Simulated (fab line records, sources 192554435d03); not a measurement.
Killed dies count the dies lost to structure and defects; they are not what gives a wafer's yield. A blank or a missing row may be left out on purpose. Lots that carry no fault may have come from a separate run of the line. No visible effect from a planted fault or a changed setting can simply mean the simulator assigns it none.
The tool behind it: which one? || flow n5Finfet || 8 lots with 24 wafers sampled at 8 steps, on a route of 1938 steps

WHAT EACH GAUGE READ, for each wafer
N5_BEOL_M0_INSPECT_127: inspects for defects (darkfield).
{"lot": "L481", "measured": "day 6 19:50", "on": "defectInspect-02", "rawDefectCount": "46 44 82"}
{"lot": "L482", "measured": "day 7 00:21", "on": "defectInspect-02", "rawDefectCount": "124 74 46"}
{"lot": "L483", "measured": "day 7 07:06", "on": "defectInspect-02", "rawDefectCount": "51 48 80"}
{"lot": "L484", "measured": "day 7 14:26", "on": "defectInspect-02", "rawDefectCount": "77 91 51"}
{"lot": "L486", "measured": "day 7 23:25", "on": "defectInspect-02", "rawDefectCount": "78 62 59"}
{"lot": "L488", "measured": "day 8 14:35", "on": "defectInspect-02", "rawDefectCount": "33 48 45"}
{"lot": "L490", "measured": "day 9 02:02", "on": "defectInspect-02", "rawDefectCount": "72 511 87"}
{"lot": "L500", "measured": "day 11 13:26", "on": "defectInspect-01", "rawDefectCount": "101 77 75"}

N5_BEOL_M1_INSPECT_13: inspects for defects (brightfield).
{"lot": "L481", "measured": "day 6 21:54", "on": "defectInspect-01", "rawDefectCount": "279 403 518"}
{"lot": "L482", "measured": "day 7 03:22", "on": "defectInspect-02", "rawDefectCount": "711 521 454"}
{"lot": "L483", "measured": "day 7 09:37", "on": "defectInspect-02", "rawDefectCount": "399 489 550"}
{"lot": "L484", "measured": "day 7 15:58", "on": "defectInspect-02", "rawDefectCount": "362 469 371"}
{"lot": "L486", "measured": "day 8 01:32", "on": "defectInspect-02", "rawDefectCount": "370 420 638"}
{"lot": "L488", "measured": "day 8 17:31", "on": "defectInspect-02", "rawDefectCount": "307 289 332"}
{"lot": "L490", "measured": "day 9 03:19", "on": "defectInspect-02", "rawDefectCount": "448 966 508"}
{"lot": "L500", "measured": "day 11 15:47", "on": "defectInspect-01", "rawDefectCount": "452 331 438"}

N5_BEOL_M1_INSPECT_30: inspects for defects (brightfield).
{"lot": "L481", "measured": "day 6 22:46", "on": "defectInspect-01", "rawDefectCount": "276 430 540"}
{"lot": "L482", "measured": "day 7 04:14", "on": "defectInspect-01", "rawDefectCount": "697 463 421"}
{"lot": "L483", "measured": "day 7 10:46", "on": "defectInspect-02", "rawDefectCount": "427 510 535"}
{"lot": "L484", "measured": "day 7 17:14", "on": "defectInspect-02", "rawDefectCount": "365 445 395"}
{"lot": "L486", "measured": "day 8 02:32", "on": "defectInspect-02", "rawDefectCount": "358 394 626"}
{"lot": "L488", "measured": "day 8 18:23", "on": "defectInspect-02", "rawDefectCount": "298 270 336"}
{"lot": "L490", "measured": "day 9 04:18", "on": "defectInspect-02", "rawDefectCount": "457 987 526"}
{"lot": "L500", "measured": "day 11 16:50", "on": "defectInspect-01", "rawDefectCount": "403 352 446"}

N5_BEOL_M4_RC_MEAS_101.
{"lot": "L481", "measured": "day 8 22:55", "on": "prober-02", "DIBL_N (mV/V)": "37.5 36.0 41.5", "DIBL_P (mV/V)": "37.8 36.8 43.3", "IOFF_N (nA/um)": "0.18 0.16 0.27", "IOFF_P (nA/um)": "0.19 0.18 0.28", "ION_N (uA/um)": "682 676 694", "ION_P (uA/um)": "454 453 461", "SS_N (mV/dec)": "72.0 71.0 73.1", "SS_P (mV/dec)": "73.1 73.5 75.4", "VT_N (mV)": "248 249 244", "VT_P (mV)": "-252 -254 -246"}
{"lot": "L482", "measured": "day 9 01:54", "on": "prober-01", "DIBL_N (mV/V)": "36.7 36.7 36.5", "DIBL_P (mV/V)": "38.7 36.8 38.3", "IOFF_N (nA/um)": "0.17 0.16 0.16", "IOFF_P (nA/um)": "0.26 0.21 0.25", "ION_N (uA/um)": "681 671 679", "ION_P (uA/um)": "475 459 473", "SS_N (mV/dec)": "70.8 71.5 71.2", "SS_P (mV/dec)": "74.1 72.5 73.6", "VT_N (mV)": "248 251 251", "VT_P (mV)": "-247 -251 -247"}
{"lot": "L483", "measured": "day 9 09:13", "on": "prober-01", "DIBL_N (mV/V)": "36.5 34.8 40.1", "DIBL_P (mV/V)": "38.2 36.0 43.2", "IOFF_N (nA/um)": "0.19 0.14 0.28", "IOFF_P (nA/um)": "0.25 0.21 0.37", "ION_N (uA/um)": "691 653 701", "ION_P (uA/um)": "469 455 483", "SS_N (mV/dec)": "72.1 71.9 72.7", "SS_P (mV/dec)": "73.1 71.4 74.5", "VT_N (mV)": "246 251 242", "VT_P (mV)": "-247 -248 -242"}
{"lot": "L484", "measured": "day 9 08:11", "on": "prober-02", "DIBL_N (mV/V)": "35.3 38.5 39.3", "DIBL_P (mV/V)": "36.6 39.5 40.8", "IOFF_N (nA/um)": "0.15 0.22 0.23", "IOFF_P (nA/um)": "0.19 0.25 0.27", "ION_N (uA/um)": "670 703 706", "ION_P (uA/um)": "458 474 471", "SS_N (mV/dec)": "71.4 72.1 72.3", "SS_P (mV/dec)": "73.1 73.8 74.8", "VT_N (mV)": "253 245 248", "VT_P (mV)": "-255 -251 -249"}
{"lot": "L486", "measured": "day 10 05:55", "on": "prober-01", "DIBL_N (mV/V)": "38.9 37.5 38.8", "DIBL_P (mV/V)": "41.4 38.2 40.7", "IOFF_N (nA/um)": "0.20 0.16 0.21", "IOFF_P (nA/um)": "0.29 0.23 0.28", "ION_N (uA/um)": "679 682 691", "ION_P (uA/um)": "467 470 474", "SS_N (mV/dec)": "71.3 72.1 72.2", "SS_P (mV/dec)": "74.8 74.1 74.7", "VT_N (mV)": "248 249 248", "VT_P (mV)": "-246 -250 -246"}
{"lot": "L488", "measured": "day 10 09:41", "on": "prober-01", "DIBL_N (mV/V)": "34.9 34.1 34.6", "DIBL_P (mV/V)": "32.9 32.0 33.9", "IOFF_N (nA/um)": "0.14 0.11 0.12", "IOFF_P (nA/um)": "0.19 0.18 0.20", "ION_N (uA/um)": "681 654 669", "ION_P (uA/um)": "474 455 466", "SS_N (mV/dec)": "71.4 71.5 71.9", "SS_P (mV/dec)": "73.1 72.2 72.5", "VT_N (mV)": "250 257 254", "VT_P (mV)": "-248 -250 -250"}
{"lot": "L490", "measured": "day 11 08:12", "on": "prober-02", "DIBL_N (mV/V)": "32.2 39.6 37.6", "DIBL_P (mV/V)": "32.4 41.7 38.2", "IOFF_N (nA/um)": "0.11 0.26 0.19", "IOFF_P (nA/um)": "0.18 0.34 0.26", "ION_N (uA/um)": "655 701 678", "ION_P (uA/um)": "460 478 465", "SS_N (mV/dec)": "70.1 71.5 72.0", "SS_P (mV/dec)": "72.2 75.0 73.4", "VT_N (mV)": "256 240 247", "VT_P (mV)": "-253 -244 -245"}
{"lot": "L500", "measured": "day 14 07:43", "on": "prober-02", "DIBL_N (mV/V)": "37.7 40.0 35.8", "DIBL_P (mV/V)": "38.9 40.9 37.0", "IOFF_N (nA/um)": "0.19 0.24 0.15", "IOFF_P (nA/um)": "0.28 0.30 0.23", "ION_N (uA/um)": "670 696 677", "ION_P (uA/um)": "460 474 471", "SS_N (mV/dec)": "72.9 73.1 71.6", "SS_P (mV/dec)": "73.9 74.6 73.2", "VT_N (mV)": "249 244 250", "VT_P (mV)": "-247 -245 -248"}

WHAT TOOL EACH LOT RAN ON (gives the tool, then ch and the chambers of the sampled wafers, and finally the start)
{"lot": "L481", "N5_BEOL_M0_SPUTTER_132": "pvdSputter-01, day 6 17:49", "N5_BEOL_M0_SPUTTER_134": "pvdSputter-01, day 6 17:56", "N5_BEOL_M0_CMP_120": "cmp-04 ch 0,2, day 6 19:01", "N5_BEOL_M1_PECVD_72": "pecvd-03 ch 0,1,2, day 6 19:58"}
{"lot": "L482", "N5_BEOL_M0_SPUTTER_132": "pvdSputter-02, day 6 22:25", "N5_BEOL_M0_SPUTTER_134": "pvdSputter-02, day 6 22:32", "N5_BEOL_M0_CMP_120": "cmp-01 ch 0,1,3, day 6 23:29", "N5_BEOL_M1_PECVD_72": "pecvd-03 ch 1,2, day 7 00:29"}
{"lot": "L483", "N5_BEOL_M0_SPUTTER_132": "pvdSputter-01, day 7 04:58", "N5_BEOL_M0_SPUTTER_134": "pvdSputter-01, day 7 05:05", "N5_BEOL_M0_CMP_120": "cmp-04 ch 0,1,3, day 7 06:14", "N5_BEOL_M1_PECVD_72": "pecvd-03 ch 1,2, day 7 07:14"}
{"lot": "L484", "N5_BEOL_M0_SPUTTER_132": "pvdSputter-01, day 7 13:07", "N5_BEOL_M0_SPUTTER_134": "pvdSputter-01, day 7 13:14", "N5_BEOL_M0_CMP_120": "cmp-04 ch 0,1,3, day 7 13:55", "N5_BEOL_M1_PECVD_72": "pecvd-02 ch 0,2, day 7 14:34"}
{"lot": "L486", "N5_BEOL_M0_SPUTTER_132": "pvdSputter-01, day 7 22:01", "N5_BEOL_M0_SPUTTER_134": "pvdSputter-01, day 7 22:08", "N5_BEOL_M0_CMP_120": "cmp-03 ch 1,2,3, day 7 22:50", "N5_BEOL_M1_PECVD_72": "pecvd-04 ch 0,2, day 7 23:35"}
{"lot": "L488", "N5_BEOL_M0_SPUTTER_132": "pvdSputter-03, day 8 13:14", "N5_BEOL_M0_SPUTTER_134": "pvdSputter-03, day 8 13:22", "N5_BEOL_M0_CMP_120": "cmp-01 ch 1,2,3, day 8 14:01", "N5_BEOL_M1_PECVD_72": "pecvd-03 ch 1,2, day 8 14:44"}
{"lot": "L490", "N5_BEOL_M0_SPUTTER_132": "pvdSputter-03, day 9 00:44", "N5_BEOL_M0_SPUTTER_134": "pvdSputter-03, day 9 00:51", "N5_BEOL_M0_CMP_120": "cmp-01 ch 0,2, day 9 01:30", "N5_BEOL_M1_PECVD_72": "pecvd-02 ch 0,1, day 9 02:11"}
{"lot": "L500", "N5_BEOL_M0_SPUTTER_132": "pvdSputter-03, day 11 12:07", "N5_BEOL_M0_SPUTTER_134": "pvdSputter-03, day 11 12:14", "N5_BEOL_M0_CMP_120": "cmp-04 ch 1,2,3, day 11 12:52", "N5_BEOL_M1_PECVD_72": "pecvd-04 ch 0,1,2, day 11 13:35"}
- N5_BEOL_M0_SPUTTER_132: material Cu, target thk 4 nm, time 7.37 s.
- N5_BEOL_M0_SPUTTER_134: material Cu, target thk 4 nm, time 7.37 s.
- N5_BEOL_M0_CMP_120: polishes, stops on SiOC, t overpolish 6.9 s.
- N5_BEOL_M1_PECVD_72: deposits SiO2 from TEOS/O2, target thk 16 nm, time 18 s.

WHAT THE TOOLS THEMSELVES READ (means of the sampled wafers that have a number; where no wafer has one, the mark that the record gives instead)
N5_BEOL_M0_SPUTTER_132.
{"lot": "L481", "tool": "pvdSputter-01", "chuckSensorTempC (C)": -16.1, "throttleValvePct (%)": 28.6}
{"lot": "L482", "tool": "pvdSputter-02", "chuckSensorTempC (C)": -15.8, "throttleValvePct (%)": 30.0}
{"lot": "L483", "tool": "pvdSputter-01", "chuckSensorTempC (C)": -16.3, "throttleValvePct (%)": 29.1}
{"lot": "L484", "tool": "pvdSputter-01", "chuckSensorTempC (C)": -16.0, "throttleValvePct (%)": 29.2}
{"lot": "L486", "tool": "pvdSputter-01", "chuckSensorTempC (C)": -16.2, "throttleValvePct (%)": 28.6}
{"lot": "L488", "tool": "pvdSputter-03", "chuckSensorTempC (C)": -16.2, "throttleValvePct (%)": 31.4}
{"lot": "L490", "tool": "pvdSputter-03", "chuckSensorTempC (C)": -16.1, "throttleValvePct (%)": 31.4}
{"lot": "L500", "tool": "pvdSputter-03", "chuckSensorTempC (C)": -16.0, "throttleValvePct (%)": 30.3}

N5_BEOL_M0_SPUTTER_134.
{"lot": "L481", "tool": "pvdSputter-01", "chuckSensorTempC (C)": -16.1, "throttleValvePct (%)": 28.8}
{"lot": "L482", "tool": "pvdSputter-02", "chuckSensorTempC (C)": -15.9, "throttleValvePct (%)": 29.9}
{"lot": "L483", "tool": "pvdSputter-01", "chuckSensorTempC (C)": -16.3, "throttleValvePct (%)": 29.1}
{"lot": "L484", "tool": "pvdSputter-01", "chuckSensorTempC (C)": -16.2, "throttleValvePct (%)": 29.2}
{"lot": "L486", "tool": "pvdSputter-01", "chuckSensorTempC (C)": -16.3, "throttleValvePct (%)": 28.8}
{"lot": "L488", "tool": "pvdSputter-03", "chuckSensorTempC (C)": -16.1, "throttleValvePct (%)": 31.5}
{"lot": "L490", "tool": "pvdSputter-03", "chuckSensorTempC (C)": -16.3, "throttleValvePct (%)": 31.4}
{"lot": "L500", "tool": "pvdSputter-03", "chuckSensorTempC (C)": -16.0, "throttleValvePct (%)": 30.4}

N5_BEOL_M0_CMP_120.
{"lot": "L481", "tool": "cmp-04", "barrierFieldEndpointS (s)": 3.78, "clearingPlatenDownForcePsi (psi)": 1.500, "clearingPlatenRpm (rpm)": 50.006, "motorCurrentA (A)": 6.9, "overpolishRunS (s)": 6.905, "timeToEndpointS (s)": 65}
{"lot": "L482", "tool": "cmp-01", "barrierFieldEndpointS (s)": 3.82, "clearingPlatenDownForcePsi (psi)": 1.501, "clearingPlatenRpm (rpm)": 50.014, "motorCurrentA (A)": 6.1, "overpolishRunS (s)": 6.905, "timeToEndpointS (s)": 53}
{"lot": "L483", "tool": "cmp-04", "barrierFieldEndpointS (s)": 3.69, "clearingPlatenDownForcePsi (psi)": 1.499, "clearingPlatenRpm (rpm)": 50.009, "motorCurrentA (A)": 6.4, "overpolishRunS (s)": 6.903, "timeToEndpointS (s)": 63}
{"lot": "L484", "tool": "cmp-04", "barrierFieldEndpointS (s)": 3.75, "clearingPlatenDownForcePsi (psi)": 1.500, "clearingPlatenRpm (rpm)": 49.997, "motorCurrentA (A)": 6.3, "overpolishRunS (s)": 6.898, "timeToEndpointS (s)": 63}
{"lot": "L486", "tool": "cmp-03", "barrierFieldEndpointS (s)": 3.71, "clearingPlatenDownForcePsi (psi)": 1.499, "clearingPlatenRpm (rpm)": 49.999, "motorCurrentA (A)": 6.0, "overpolishRunS (s)": 6.904, "timeToEndpointS (s)": 60}
{"lot": "L488", "tool": "cmp-01", "barrierFieldEndpointS (s)": 3.85, "clearingPlatenDownForcePsi (psi)": 1.498, "clearingPlatenRpm (rpm)": 49.999, "motorCurrentA (A)": 6.2, "overpolishRunS (s)": 6.899, "timeToEndpointS (s)": 65}
{"lot": "L490", "tool": "cmp-01", "barrierFieldEndpointS (s)": 3.59, "clearingPlatenDownForcePsi (psi)": 1.501, "clearingPlatenRpm (rpm)": 50.001, "motorCurrentA (A)": 5.7, "overpolishRunS (s)": 6.905, "timeToEndpointS (s)": 60}
{"lot": "L500", "tool": "cmp-04", "barrierFieldEndpointS (s)": 3.73, "clearingPlatenDownForcePsi (psi)": 1.501, "clearingPlatenRpm (rpm)": 50.015, "motorCurrentA (A)": 6.5, "overpolishRunS (s)": 6.902, "timeToEndpointS (s)": 66}

N5_BEOL_M1_PECVD_72.
{"lot": "L481", "tool": "pecvd-03", "heaterPowerW (W)": 706, "rfFwdPowerW (W)": 442.4, "showerheadPlenumPTorr (Torr)": 8.78, "throttleValvePct (%)": 22.5}
{"lot": "L482", "tool": "pecvd-03", "heaterPowerW (W)": 687, "rfFwdPowerW (W)": 440.4, "showerheadPlenumPTorr (Torr)": 8.78, "throttleValvePct (%)": 22.6}
{"lot": "L483", "tool": "pecvd-03", "heaterPowerW (W)": 724, "rfFwdPowerW (W)": 442.4, "showerheadPlenumPTorr (Torr)": 8.75, "throttleValvePct (%)": 22.6}
{"lot": "L484", "tool": "pecvd-02", "heaterPowerW (W)": 767, "rfFwdPowerW (W)": 444.9, "showerheadPlenumPTorr (Torr)": 8.81, "throttleValvePct (%)": 22.0}
{"lot": "L486", "tool": "pecvd-04", "heaterPowerW (W)": 813, "rfFwdPowerW (W)": 444.0, "showerheadPlenumPTorr (Torr)": 8.71, "throttleValvePct (%)": 20.5}
{"lot": "L488", "tool": "pecvd-03", "heaterPowerW (W)": 779, "rfFwdPowerW (W)": 440.9, "showerheadPlenumPTorr (Torr)": 8.78, "throttleValvePct (%)": 22.5}
{"lot": "L490", "tool": "pecvd-02", "heaterPowerW (W)": 818, "rfFwdPowerW (W)": 442.5, "showerheadPlenumPTorr (Torr)": 8.82, "throttleValvePct (%)": 23.1}
{"lot": "L500", "tool": "pecvd-04", "heaterPowerW (W)": 804, "rfFwdPowerW (W)": 444.9, "showerheadPlenumPTorr (Torr)": 8.74, "throttleValvePct (%)": 21.2}

THE ANSWER, worked out from the rows above alone
Rule: what is usual is taken from the lots themselves. The widest of any qualifying gaps counts: lots, ordered by their means at a reading, are off when they make up no more than a third of the lots, leave a main group of 4 or more, and stand apart from it by 3 or more times the standard deviation of that group's means. A main group whose means are all the same, to the digits that the tables above print for the reading, isn't used. Also off: a lot with no number at a reading for which 4 or more lots have one. Any other lot the step has rows for is counted as sound. After the gauges, taken in route order, come the tools' own readings; for these a lot's mean is taken, as printed above. The first step at which some lot is off is used, and at that step the reading that is off furthest; a lot without a number counts as furthest.
Off: L490 (N5_BEOL_M0_INSPECT_127, rawDefectCount). Mean 66 and standard deviation 14 in the main group.
A tool fits if, at a process step before that reading, it ran every lot that is off, and no sound lot after the first of them. The gauges at N5_BEOL_M0_INSPECT_127 are tried like those tools. Undecided on this evidence; 2 tools fit (cmp-01 at N5_BEOL_M0_CMP_120, defectInspect-02 at N5_BEOL_M0_INSPECT_127).

WHAT HAD BEEN PUT IN BY THE SIMULATOR
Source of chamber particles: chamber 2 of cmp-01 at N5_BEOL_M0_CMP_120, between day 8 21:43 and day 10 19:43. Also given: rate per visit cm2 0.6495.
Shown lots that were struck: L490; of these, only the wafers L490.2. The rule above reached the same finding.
